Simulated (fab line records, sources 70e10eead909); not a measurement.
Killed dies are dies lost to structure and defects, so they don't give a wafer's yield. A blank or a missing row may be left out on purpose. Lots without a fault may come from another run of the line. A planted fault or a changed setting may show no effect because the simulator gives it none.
fab line records | flow nand_harc
record lots=6 wafers=18 last_day=34
route steps=1302 shown A_CONTACT@1054 END@1302
lots that met no fault: from a run of the same line without faults
start_h: hours from the record's first day to the start of the lot's first wafer shown | wait_h: hours since the lot's step before | " the same as in the row above | L1.1+2: a row that stands for several wafers | - no value, or no start given | * or withheld: withheld | < > ~ a bound
route shown NAME@n: a module of which the file shows steps, and the number in the route of the first | usual: mean/standard deviation of fault-free wafers | same: alike in all rows | chamber/n: place in a boat | sites: the reading at each site | _std_site: their standard deviation | _edge_site: outer sites' mean less inner sites' | radius_mm: how far each site lies from the wafer's centre | mask NAME#n: copy n | behind: the tool/chamber that last shaped the wafer | hold: why the lot was held/for how many hours/how that ended | device: the transistor (n, p or np) that didn't switch | end of line: the same wafers' tests at the end of the route | a step without rows: its recipe alone | killed: dies lost to structure and defects at the first sort, not the wafer's yield | map: a wafer's dies, x killed, . not, _ none there
set.NAME: the setting as run; set.NAME@STEP: as run at that earlier step | model.NAME: the simulator's own value behind a step, which no gauge read
lots at some steps of the route; a table a step, a row a wafer
services: from which hour (start_h, from the record's first day; less than 0 if before it) a tool's chamber was out of use, for how many hours, and why
## steps
# step NHARC_A_CONTACT_ETCH_131
# recipe source_w=withheld pressure_mtorr=20 bias_v=3000 time_s=197 target_depth_a=19180 ar_flow_sccm=withheld c4f8_flow_sccm=withheld o2_flow_sccm=withheld chemistry=C4F8/O2/Ar
# step NHARC_A_CONTACT_ETCH_132
# recipe source_w=withheld pressure_mtorr=20 bias_v=3000 time_s=197 target_depth_a=19240 ar_flow_sccm=withheld c4f8_flow_sccm=withheld o2_flow_sccm=withheld chemistry=C4F8/O2/Ar
# same time_s=197
# columns lot.wafer tool chamber start_h wait_h rf_hours_counter_h
L247.4 har_cap_etch-02 0 547.94 0.1 -
L247.3 " 1 " " -
L247.5 " 0 " " -
L250.2 har_cap_etch-01 1 574.72 0.2 13
L250.1 " 0 " " 13
L250.5 " 1 " " -
L255.1 har_cap_etch-03 1 614.54 0.1 61
L255.4 " 1 " " -
L255.5 " 0 " " -
L258.4 har_cap_etch-01 0 635.37 0.1 -
L258.3 " 1 " " -
L258.6 " 1 " " -
L263.1 har_cap_etch-02 0 694.93 0.1 124
L263.3 " 0 " " -
L263.6 " 1 " " -
L268.1 har_cap_etch-01 0 745.10 0.1 46
L268.4 " 0 " " -
L268.5 " 1 " " -
# step NHARC_A_CONTACT_ETCH_133
# recipe source_w=withheld pressure_mtorr=20 bias_v=400 time_s=374 target_depth_a=16100 ar_flow_sccm=withheld c4f8_flow_sccm=11.5 o2_flow_sccm=7.2 chemistry=C4F8/O2/Ar
# step NHARC_A_CONTACT_ETCH_91
# recipe target_depth_a=400 over_etch_frac=0.5 time_s=85.7 ion_energy_ev=120 ch3f_flow_sccm=50 o2_flow_sccm=30 ar_flow_sccm=200 rf_w=500 bias_w=100 chemistry=CH3F/O2
# step NHARC_A_CONTACT_ETCH_97
# recipe target_depth_a=200 over_etch_frac=0.5 time_s=10 ion_energy_ev=250 c4f6_flow_sccm=25 o2_flow_sccm=20 ar_flow_sccm=500 rf_w=600 bias_w=500 chemistry=C4F6/O2
# usual drypump_motor_current_A=5.8/0.57 oes_product_au=0.960/0.021 rf_vpp_V=547/4.3 showerhead_plenum_p_Torr=3.92/0.2 throttle_valve_pct=26.902/0.01
# same time_s=10
# columns lot.wafer tool chamber start_h wait_h drypump_motor_current_A oes_product_au rf_hours_counter_h rf_vpp_V showerhead_plenum_p_Torr throttle_valve_pct
L247.4 rie_diel-02 2 - - 6.3 0.961 21 542 3.70 26.895
L247.3 " 3 " " 5.9 0.971 21 545 3.87 26.904
L247.5 " 3 " " 5.9 0.960 - 545 3.87 26.904
L250.1 rie_diel-06 1 - - 6.5 0.997 24 544 3.78 26.890
L250.2 " 2 " " 5.8 0.993 21 549 3.97 26.896
L250.5 " 0 " " 5.8 0.989 - 545 3.77 26.899
L255.1 rie_diel-02 1 615.64 0.2 5.8 1.000 8 549 4.05 26.903
L255.4 " 2 " " 6.3 0.992 - 543 3.69 26.910
L255.5 " 0 " " 4.8 1.005 - 545 3.78 26.902
L258.3 rie_diel-05 0 - - 5.4 1.010 15 552 4.18 26.893
L258.4 " 3 " " 6.4 0.993 16 554 4.22 26.910
L258.6 " 0 " " 5.4 1.004 - 552 4.18 26.910
L263.3 rie_diel-02 3 - - 5.8 0.953 21 545 3.85 26.905
L263.1 " 1 " " 5.8 0.950 23 550 4.04 26.897
L263.6 " 3 " " 5.8 0.951 - 545 3.85 26.927
L268.1 rie_diel-02 2 - - 6.3 0.954 30 542 3.68 26.913
L268.4 " 0 " " 4.8 0.943 29 544 3.77 26.905
L268.5 " 2 " " 6.4 0.944 - 541 3.68 26.894
# step NHARC_A_CONTACT_CD_MEAS_80
# usual cd_nm=289.6/0.57
# columns lot.wafer tool chamber start_h wait_h cd_nm
L247.3 cd_sem-02 - 549.08 - 289.2
L247.4 " - " " 289.1
L247.5 " - " " 289.1
L250.1 cd_sem-02 - 576.13 - 289.9
L250.2 " - " " 290.1
L250.5 " - " " 290.2
L255.1 cd_sem-03 - 615.72 - 289.7
L255.4 " - " " 289.8
L255.5 " - " " 289.8
L258.3 cd_sem-02 - 636.51 - 289.9
L258.4 " - " " 290.6
L258.6 " - " " 290.2
L263.1 cd_sem-01 - 696.09 - 289.2
L263.3 " - " " 289.0
L263.6 " - " " 289.2
L268.1 cd_sem-02 - 746.29 - 289.2
L268.4 " - " " 288.8
L268.5 " - " " 289.4
# step NHARC_A_CONTACT_STRIP_103
# recipe n2_flow_sccm=150 h2_flow_sccm=150 ar_flow_sccm=0 bias_w=0 chemistry=N2/H2
# step NHARC_A_CONTACT_STRIP_104
# recipe cf4_flow_sccm=100 chf3_flow_sccm=30 ar_flow_sccm=0 bias_w=0 chemistry=CF4/CHF3
# step NHARC_A_CONTACT_STRIP_105
# recipe o2_flow_sccm=400 cos_flow_sccm=20 ar_flow_sccm=0 bias_w=0 chemistry=O2/COS
# step NHARC_A_CONTACT_ETCH_106
# recipe target_depth_a=900 overetch_a=90 time_s=49.5 ion_energy_ev=100 cf4_flow_sccm=80 o2_flow_sccm=20 ar_flow_sccm=0 rf_w=300 bias_w=100 chemistry=CF4/O2
# step NHARC_A_CONTACT_STRIP_82
# recipe o2_flow_sccm=500 ar_flow_sccm=0 bias_w=0 chemistry=O2
# usual drypump_motor_current_A=5.8/0.55 oes_product_au=1.002/0.0072 rf_vpp_V=57.8/0.99 showerhead_plenum_p_Torr=3.50/0.17 throttle_valve_pct=17.036/0.01
# columns lot.wafer tool chamber start_h wait_h drypump_motor_current_A oes_product_au rf_hours_counter_h rf_vpp_V showerhead_plenum_p_Torr throttle_valve_pct
L247.3 rie_diel-06 3 - - 5.5 1.001 15 55.4 3.29 17.036
L247.4 " 0 " " 5.8 0.994 12 57.7 3.39 17.031
L247.5 " 2 " " 5.8 0.996 - 58.2 3.57 17.039
L250.2 rie_diel-05 1 - - 5.0 0.995 53 58.0 3.75 17.033
L250.1 " 2 " " 6.4 0.996 68 57.0 3.26 17.036
L250.5 " 3 " " 6.4 1.010 - 57.1 3.27 17.041
L255.1 rie_diel-02 2 - - 6.3 1.005 9 57.2 3.32 17.032
L255.4 " 1 " " 5.8 1.011 - 57.5 3.64 17.020
L255.5 " 0 " " 4.8 0.993 - 58.2 3.40 17.044
L258.4 rie_diel-05 2 - - 6.4 1.001 17 60.3 3.80 17.054
L258.3 " 0 " " 5.4 0.992 15 58.7 3.76 17.043
L258.6 " 1 " " 5.0 1.001 - 57.0 3.74 17.020
L263.3 rie_diel-02 3 - - 5.8 1.008 21 58.6 3.46 17.037
L263.1 " 1 " " 5.8 1.014 23 59.2 3.63 17.026
L263.6 " 0 " " 4.8 1.006 - 57.7 3.39 17.023
L268.1 rie_diel-02 2 - - 6.3 1.004 30 56.1 3.30 17.021
L268.4 " 3 " " 5.8 1.004 28 58.0 3.46 17.027
L268.5 " 0 " " 4.8 1.005 - 58.4 3.39 17.027
# step NHARC_A_CONTACT_STRIP_83
# recipe time_s=600 temp_c=30 chemistry=post_etch_residue_remover
# step NHARC_A_CONTACT_DEP_84
# recipe target_thk_a=28000 temp_c=400 material=aC
# usual throttle_valve_pct=34.999/0.009
# columns lot.wafer tool chamber start_h wait_h throttle_valve_pct
L247.3 acl_dep-03 0 552.81 - 35.005
L247.4 " 0 " " 34.998
L247.5 " 0 " " 35.002
L250.1 acl_dep-01 0 579.24 - 34.988
L250.2 " 0 " " 34.993
L250.5 " 0 " " 34.997
L255.1 acl_dep-01 0 620.90 - 34.995
L255.4 " 0 " " 35.007
L255.5 " 0 " " 35.018
L258.3 acl_dep-01 0 639.95 - 35.002
L258.4 " 0 " " 35.003
L258.6 " 0 " " 35.011
L263.1 acl_dep-02 0 697.04 - 35.001
L263.3 " 0 " " 34.994
L263.6 " 0 " " 34.991
L268.1 acl_dep-02 0 747.48 - 34.997
L268.4 " 0 " " 34.997
L268.5 " 0 " " 34.997
# step NHARC_A_CONTACT_DEP_85
# recipe target_thk_a=600 target_thk_nm=60 temp_c=400 pressure_torr=3.5 flow_sccm=200 rf_w=350 material=SiON
# usual heater_power_w=713/93 showerhead_vpp_V=1156/47
# columns lot.wafer tool chamber start_h wait_h heater_power_w showerhead_vpp_V
L247.3 pecvd-02 2 553.98 0.9 694 1217
L247.4 " 2 " " 706 1213
L247.5 " 1 " " 669 1136
L250.2 pecvd-01 1 581.05 1.2 704 1158
L250.1 " 2 " " 591 1200
L250.5 " 2 " " 584 1156
L255.1 pecvd-01 0 622.67 1.5 599 1098
L255.4 " 0 " " 627 1112
L255.5 " 1 " " 743 1171
L258.3 pecvd-02 0 641.73 1.5 862 1162
L258.6 " 0 " " 883 1173
L258.4 " 1 " " 738 1168
L263.1 pecvd-04 1 698.80 1.5 650 1193
L263.3 " 2 " " 713 1178
L263.6 " 2 " " 702 1197
L268.1 pecvd-04 2 749.28 1.5 802 1206
L268.4 " 1 " " 690 1190
L268.5 " 2 " " 770 1176
# step NHARC_A_CONTACT_DEHYDRATE_00
# recipe temp_c=150 time_s=120
# step NHARC_A_CONTACT_HMDS_01
# recipe time_s=30
# step NHARC_A_CONTACT_COAT_86
# recipe temp_c=260 time_s=75
# step NHARC_A_CONTACT_COAT_87
# recipe temp_c=225 time_s=65
# step NHARC_A_CONTACT_COAT_02
# recipe spin_rpm=1500 resist_thk_nm=90
# step NHARC_A_CONTACT_SOFTBAKE_03
# recipe temp_c=105 time_s=55
# step NHARC_A_CONTACT_EBR_04
# step NHARC_A_CONTACT_EXPOSE_05
# recipe na=1.35 sigma_outer=0.8 dose_mj=84.24 mask_id=A_CC
# step NHARC_A_CONTACT_PEB_06
# recipe peb_temp_c=100 peb_time_s=65
# step NHARC_A_CONTACT_DEVELOP_07
# recipe develop_time_s=35 dev_temp_c=23
# step NHARC_A_CONTACT_CD_MEAS_08
# recipe target_cd_nm=200 landing_energy_ev=500
# usual cd_nm=200.0/0.45
# columns lot.wafer tool chamber start_h wait_h cd_nm
L247.3 cd_sem-03 0 554.58 - 200.5
L247.4 " 0 " " 200.6
L247.5 " 0 " " 199.7
L250.1 cd_sem-03 0 581.65 - 199.9
L250.2 " 0 " " 200.4
L250.5 " 0 " " 200.4
L255.1 cd_sem-01 0 623.36 - 200.9
L255.4 " 0 " " 200.5
L255.5 " 0 " " 200.2
L258.3 cd_sem-02 0 642.42 - 199.9
L258.4 " 0 " " 199.7
L258.6 " 0 " " 199.8
L263.1 cd_sem-03 0 699.40 - 200.6
L263.3 " 0 " " 199.7
L263.6 " 0 " " 199.8
L268.1 cd_sem-01 0 749.95 - 199.9
L268.4 " 0 " " 199.9
L268.5 " 0 " " 200.3
# step NHARC_A_CONTACT_OVL_MEAS_09
# usual overlay_x_nm=0.0/0.73 overlay_y_nm=-0.2/0.73
# columns lot.wafer tool chamber start_h wait_h overlay_x_nm overlay_y_nm
L247.3 overlay-01 - 554.66 - 1.2 -0.5
L247.4 " - " " 0.2 -0.5
L247.5 " - " " 0.1 -1.0
L250.1 overlay-02 - 581.74 - 1.5 -1.5
L250.2 " - " " 1.0 -1.6
L250.5 " - " " 0.9 -2.3
L255.1 overlay-02 - 623.45 - -0.3 0.4
L255.4 " - " " 0.0 -0.5
L255.5 " - " " -0.2 -0.1
L258.3 overlay-02 - 642.51 - -0.3 0.8
L258.4 " - " " -0.1 0.6
L258.6 " - " " 0.6 0.6
L263.1 overlay-02 - 699.49 - -1.0 1.0
L263.3 " - " " -0.4 0.7
L263.6 " - " " -0.9 0.2
L268.1 overlay-02 - 750.03 - -0.7 0.5
L268.4 " - " " -0.8 0.4
L268.5 " - " " -0.6 0.2
# step NHARC_A_CONTACT_INSPECT_10
# usual raw_defect_count=74/39
# columns lot.wafer tool chamber start_h wait_h raw_defect_count
L247.3 defect_inspect-01 - 554.70 0.0 105
L247.4 " - " " 110
L247.5 " - " " 97
L250.1 defect_inspect-02 - 581.77 0.0 30
L250.2 " - " " 29
L250.5 " - " " 21
L255.1 defect_inspect-02 - 623.48 0.0 565
L255.4 " - " " 594
L255.5 " - " " 599
L258.3 defect_inspect-02 - 642.54 0.0 650
L258.4 " - " " 656
L258.6 " - " " 678
L263.1 defect_inspect-02 - 699.53 0.0 113
L263.3 " - " " 108
L263.6 " - " " 99
L268.1 defect_inspect-01 - 751.69 1.7 62
L268.4 " - " " 33
L268.5 " - " " 37
# step NHARC_A_CONTACT_DESCUM_13
# recipe time_s=3 o2_flow_sccm=200 ar_flow_sccm=0 bias_power_w=0 chemistry=O2
# usual drypump_motor_current_A=5.7/0.56 oes_product_au=1.001/0.0077 rf_vpp_V=57.7/0.94 showerhead_plenum_p_Torr=1.90/0.1 throttle_valve_pct=11.312/0.0095
# same time_s=3
# columns lot.wafer tool chamber start_h wait_h drypump_motor_current_A oes_product_au rf_hours_counter_h rf_vpp_V showerhead_plenum_p_Torr throttle_valve_pct
L247.4 rie_diel-06 2 554.76 0.1 5.8 0.996 17 57.8 1.94 11.299
L247.3 " 0 " " 5.8 0.989 14 58.2 1.83 11.293
L247.5 " 3 " " 5.5 1.010 - 57.3 1.78 11.307
L250.2 rie_diel-06 0 581.84 0.1 5.8 0.982 21 57.3 1.83 11.302
L250.1 " 2 " " 5.8 1.004 25 58.0 1.94 11.318
L250.5 " 0 " " 5.8 0.986 - 58.6 1.83 11.312
L255.1 rie_diel-05 3 623.54 0.1 6.4 1.010 10 58.8 2.07 11.311
L255.4 " 1 " " 5.0 0.997 13 57.7 2.04 11.311
L255.5 " 0 " " 5.4 1.019 - 57.3 2.05 11.300
L258.3 rie_diel-02 3 642.63 0.1 5.8 1.002 8 58.5 1.88 11.311
L258.6 " 0 " " 4.8 1.006 - 57.8 1.84 11.325
L258.4 " 2 " " 6.3 0.999 - 55.8 1.79 11.313
L263.1 rie_diel-02 2 699.60 0.1 6.3 1.005 24 56.9 1.79 11.312
L263.3 " 3 " " 5.8 1.005 21 57.6 1.87 11.323
L263.6 " 0 " " 4.8 1.002 - 56.6 1.83 11.320
L268.4 rie_diel-05 3 751.76 0.1 6.4 1.010 56 59.2 2.06 11.320
L268.1 " 1 " " 5.0 0.993 58 57.6 2.02 11.328
L268.5 " 2 " " 6.4 0.993 - 57.7 2.06 11.313
# step NHARC_END_SORT_01
# recipe temp_c=25
# usual killed_at_array=50/18 killed_at_other=0.8/1.1 killed_at_periphery=4.1/2.9 killed_dies=55/18 killed_open=3.5/1.9 killed_short=2.4/1.5
# same gross_dies=677
# columns lot.wafer tool chamber start_h wait_h killed_at_array killed_at_other killed_at_periphery killed_dies killed_open killed_short
L247.3 prober-02 0 605.37 3.1 72 0 1 73 6 1
L247.4 prober-02 0 606.17 3.4 74 0 3 77 4 3
L247.5 prober-02 0 606.98 3.7 63 0 1 64 1 1
L250.1 prober-01 0 631.32 2.5 29 0 5 34 3 7
L250.2 prober-01 0 632.11 2.8 32 4 3 39 2 2
L250.5 prober-01 0 634.48 3.7 25 3 1 29 4 4
L255.1 prober-01 0 678.01 2.5 132 0 8 140 3 4
L255.4 prober-01 0 680.45 3.5 136 0 5 141 3 2
L255.5 prober-01 0 681.26 3.8 141 0 7 148 0 1
L258.3 prober-01 0 697.92 3.1 170 0 1 171 1 0
L258.4 prober-01 0 698.72 3.4 181 1 3 185 3 2
L258.6 prober-01 0 700.33 4.0 175 0 0 175 3 2
L263.1 prober-01 0 754.63 2.5 57 0 3 60 4 3
L263.3 prober-01 0 756.22 3.1 82 0 3 85 2 3
L263.6 prober-01 0 758.60 4.0 63 0 5 68 3 3
L268.1 prober-02 0 801.56 2.5 53 3 2 58 4 3
L268.4 prober-02 0 803.93 3.4 29 1 3 33 3 1
L268.5 prober-02 0 804.72 3.7 44 2 3 49 2 2
# killed by level:class
L247.3 A_CHANNEL_HOLE_D2:chamber_film_flake=29 A_SLIT:chamber_film_flake=23 A_STAIRCASE:chamber_film_flake=5 A_CHANNEL_HOLE_D1:chamber_film_flake=4 A_CONTACT:chamber_film_flake=3 A_ONON_D1:geometric_particle:open=2 P_GATE:geometric_particle:open=1 A_DECK1_JOINT:geometric_particle:open=1
L247.4 A_CHANNEL_HOLE_D2:chamber_film_flake=34 A_SLIT:chamber_film_flake=25 A_CONTACT:chamber_film_flake=4 A_ONON_D1:geometric_particle:short=2 A_STAIRCASE:chamber_film_flake=2 A_ONON_D1:geometric_particle:open=1 A_CHANNEL_FILL_D2:geometric_particle:short=1 A_CHANNEL_FILL_D2:geometric_particle:open=1
L247.5 A_SLIT:chamber_film_flake=30 A_CHANNEL_HOLE_D2:chamber_film_flake=24 A_STAIRCASE:chamber_film_flake=3 A_CONTACT:chamber_film_flake=3 P_CONTACT:geometric_particle:short=1 A_CHANNEL_FILL_D1:geometric_particle:open=1 A_CHANNEL_FILL_D1:chamber_film_flake=1 A_DECK1_JOINT:chamber_film_flake=1
L250.1 A_CHANNEL_HOLE_D2:chamber_film_flake=11 A_CHANNEL_HOLE_D1:chamber_film_flake=5 A_SLIT:chamber_film_flake=3 P_CONTACT:geometric_particle:short=2 A_CONTACT:chamber_film_flake=2 P_M1:geometric_particle:open=1 P_M1:geometric_particle:short=1 A_ONON_D1:geometric_particle:short=1
L250.2 A_CHANNEL_HOLE_D2:chamber_film_flake=9 A_CONTACT:chamber_film_flake=5 A_CHANNEL_HOLE_D1:chamber_film_flake=4 THIN_TSV:chamber_film_flake=4 A_WL_FILL:chamber_film_flake=3 A_ZERO_WELL:chamber_film_flake=2 A_DECK1_JOINT:chamber_film_flake=2 A_SLIT:chamber_film_flake=2
L250.5 A_CHANNEL_HOLE_D2:chamber_film_flake=7 A_CONTACT:chamber_film_flake=3 THIN_TSV:chamber_film_flake=3 A_CHANNEL_FILL_D1:geometric_particle:open=2 A_CHANNEL_HOLE_D1:chamber_film_flake=2 A_CHANNEL_HOLE_D1:geometric_particle:short=1 A_WL_FILL:geometric_particle:short=1 A_BLC:geometric_particle:short=1
L255.1 A_CONTACT:unspecified=80 A_SLIT:chamber_film_flake=26 A_CONTACT:chamber_film_flake=6 P_M0:chamber_film_flake=5 A_CHANNEL_HOLE_D2:chamber_film_flake=5 A_CHANNEL_HOLE_D1:chamber_film_flake=3 A_CHANNEL_FILL_D1:chamber_film_flake=3 A_CHANNEL_FILL_D2:geometric_particle:short=2
L255.4 A_CONTACT:unspecified=82 A_SLIT:chamber_film_flake=28 A_CHANNEL_HOLE_D1:chamber_film_flake=9 A_CHANNEL_HOLE_D2:chamber_film_flake=8 A_CONTACT:chamber_film_flake=3 P_M0:chamber_film_flake=2 A_STAIRCASE:chamber_film_flake=2 P_GATE:geometric_particle:open=1
L255.5 A_CONTACT:unspecified=88 A_SLIT:chamber_film_flake=25 A_CHANNEL_HOLE_D2:chamber_film_flake=10 A_CHANNEL_HOLE_D1:chamber_film_flake=8 P_M0:chamber_film_flake=6 A_CONTACT:chamber_film_flake=4 A_DECK1_JOINT:chamber_film_flake=3 A_STAIRCASE:chamber_film_flake=3
L258.3 A_CONTACT:unspecified=83 A_SLIT:chamber_film_flake=30 A_CHANNEL_HOLE_D1:chamber_film_flake=23 A_CHANNEL_HOLE_D2:chamber_film_flake=20 A_M1:chamber_film_flake=7 A_CONTACT:chamber_film_flake=3 A_WL_FILL:chamber_film_flake=2 A_CHANNEL_FILL_D1:geometric_particle:open=1
L258.4 A_CONTACT:unspecified=86 A_SLIT:chamber_film_flake=34 A_CHANNEL_HOLE_D1:chamber_film_flake=32 A_CHANNEL_HOLE_D2:chamber_film_flake=14 A_WL_FILL:chamber_film_flake=3 A_M1:chamber_film_flake=3 P_M1:chamber_film_flake=2 A_DECK1_JOINT:chamber_film_flake=2
L258.6 A_CONTACT:unspecified=85 A_SLIT:chamber_film_flake=33 A_CHANNEL_HOLE_D1:chamber_film_flake=30 A_CHANNEL_HOLE_D2:chamber_film_flake=15 A_M1:chamber_film_flake=4 A_CONTACT:chamber_film_flake=3 A_CHANNEL_HOLE_D1:geometric_particle:open=1 A_DECK1_JOINT:geometric_particle:open=1
L263.1 A_SLIT:chamber_film_flake=21 A_CHANNEL_HOLE_D2:chamber_film_flake=11 A_CHANNEL_HOLE_D1:chamber_film_flake=10 A_CONTACT:chamber_film_flake=4 A_WL_FILL:chamber_film_flake=3 A_CHANNEL_FILL_D2:geometric_particle:open=2 A_STAIRCASE:chamber_film_flake=2 P_M0:geometric_particle:open=1
L263.3 A_SLIT:chamber_film_flake=30 A_CHANNEL_HOLE_D2:chamber_film_flake=17 A_CHANNEL_HOLE_D1:chamber_film_flake=14 A_STAIRCASE:chamber_film_flake=8 A_CONTACT:chamber_film_flake=3 A_WL_FILL:chamber_film_flake=3 A_M1:chamber_film_flake=2 P_CONTACT:geometric_particle:short=1
L263.6 A_SLIT:chamber_film_flake=23 A_CHANNEL_HOLE_D2:chamber_film_flake=19 A_CHANNEL_HOLE_D1:chamber_film_flake=7 A_WL_FILL:chamber_film_flake=3 A_CONTACT:chamber_film_flake=3 A_BONDPAD:chamber_film_flake=2 P_CONTACT:geometric_particle:short=1 P_M0:geometric_particle:open=1
L268.1 A_CHANNEL_HOLE_D1:chamber_film_flake=25 A_SLIT:chamber_film_flake=7 A_WL_FILL:chamber_film_flake=6 A_CONTACT:chamber_film_flake=3 THIN_TSV:chamber_film_flake=3 A_WL_FILL:geometric_particle:open=2 A_CHANNEL_FILL_D1:chamber_film_flake=2 A_CHANNEL_HOLE_D2:chamber_film_flake=2
L268.4 A_CHANNEL_HOLE_D1:chamber_film_flake=16 A_SLIT:chamber_film_flake=6 A_CONTACT:chamber_film_flake=3 A_WL_FILL:chamber_film_flake=2 P_GATE:geometric_particle:open=1 P_GATE:geometric_particle:short=1 P_M2:geometric_particle:open=1 A_CHANNEL_HOLE_D2:geometric_particle:open=1
L268.5 A_CHANNEL_HOLE_D1:chamber_film_flake=16 A_CONTACT:chamber_film_flake=8 A_STAIRCASE:chamber_film_flake=7 A_SLIT:chamber_film_flake=7 A_WL_FILL:chamber_film_flake=3 P_STI:geometric_particle:short=1 P_GATE:geometric_particle:open=1 A_ONON_D2:geometric_particle:open=1
# map L255.5 (x killed, . not)
____________.____________
_________......._________
_______..........._______
______.............______
_____.............x._____
____...............xx____
____.................____
___..................x___
___...................___
__.....................__
__.....................__
_................x......_
_......................._
_......................._
_..x...................._
_xxx..................x._
.......x.................
.........................
...x..xx..x..............
x.xx.xxxx........x.......
...xxxxxxx...x...........
_..xxxxxx.x.......x....._
_.xxxxxxxx.............._
_..xxxxxxx..........x..._
_..xxxxxxxxx.....xxx...._
_.xxxxxxxx.......xxxx..._
__..xxxxxxx.....xxxxxx.__
__xxxxxxxxx.....xxxxxxx__
___.xxxxxxx.x....x.x.x___
___.xxxx..x......xxxxx___
____.xxxxx........xxx____
____.x.x..........xxx____
_____...x..........x_____
______.x..x..x.....______
_______x.........._______
_________......._________
____________.____________
# map L258.4 (x killed, . not)
____________.____________
_________......._________
_______..........._______
______.............______
_____...........x..._____
____.................____
____.................____
___...x...x..........x___
___..x................___
__............x........__
__x....................__
_............x.........._
_xx....................._
_.x...................x._
_....................xxx_
_xx..................xxx_
x.x..x............xx.xxxx
......................xxx
........x...........x.xxx
.xx..xxx............xxx.x
.xxxx.xxxx.........xxxxx.
_.xxxxxxxxx..........x.x_
_..xxxxxxxx.........x..x_
_..xxxxxxxx..........x.._
_.xxxxxxxxx......xxxx.x._
_.xxxxxxxx......xx..x..._
__.xxxxxxxx...xx...xx..__
__xxxxxxxx...x...xxxxx.__
___xxxxxxxx......xxxxx___
___.xxxxxx.x.....xxxxx___
____xxxxxx....x..xxxx____
____...x........xx.x.____
_____x........x...xx_____
______.........x...______
_______..........._______
_________......._________
____________.____________
## services
# columns tool chamber start_h hours kind
pecvd-01 - 537.30 3.0 repair
rie_diel-06 - 545.51 0.6 repair
acl_dep-01 - 551.86 13.0 pm
rie_diel-02 - 571.20 9.0 pm
pecvd-04 - 575.79 0.4 repair
rie_diel-05 - 583.68 9.0 pm
rie_diel-02 0 587.88 3.2 repair
pecvd-02 - 589.11 13.0 pm
pecvd-04 2 593.35 6.0 repair
rie_diel-02 3 609.61 14.8 repair
pecvd-02 0 614.44 12.6 repair
acl_dep-02 - 614.81 13.0 pm
pecvd-04 - 631.06 13.0 pm
rie_diel-05 0 637.01 11.8 repair
rie_diel-02 1 642.23 10.7 repair
rie_diel-02 0 651.71 1.5 repair
rie_diel-06 - 661.27 9.0 pm
pecvd-01 - 673.31 13.0 pm
rie_diel-02 2 684.20 5.6 repair
pecvd-02 - 691.07 0.9 repair
rie_diel-05 2 713.97 2.4 repair
rie_diel-06 0 721.43 1.9 repair
acl_dep-01 - 734.36 13.0 pm
rie_diel-02 - 748.20 9.0 pm
## key
first_sign step=NHARC_A_CONTACT_INSPECT_10 reading=raw_defect_count direction=up sigmas=14 usual=74 struck=624
effect step=NHARC_END_SORT_01 reading=killed_at_array direction=up sigmas=5.8 usual=50 struck=156
more_kills_born_at NHARC_A_CONTACT_DEP_84@acl_dep-01=504
met_at NHARC_A_CONTACT_DEP_84
struck_wafers L255.1,L255.4,L255.5,L258.3,L258.4,L258.6
tester_left_out L255,L258
onset_between 579.24 620.90
fault kind=chamber_particle_source tool=acl_dep-01 chamber=- onset_h=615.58 steps=NHARC_A_CONTACT_DEP_84 rate_per_visit_cm2=0.7832 end_h=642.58
# tester_left_out: of these lots the tester's yield and bins aren't shown, on N5 and GAA mostly nor the transistor test; their killed dies are dies lost to structure and defects alone, not to doping, threshold or leakage, so they don't give the yield
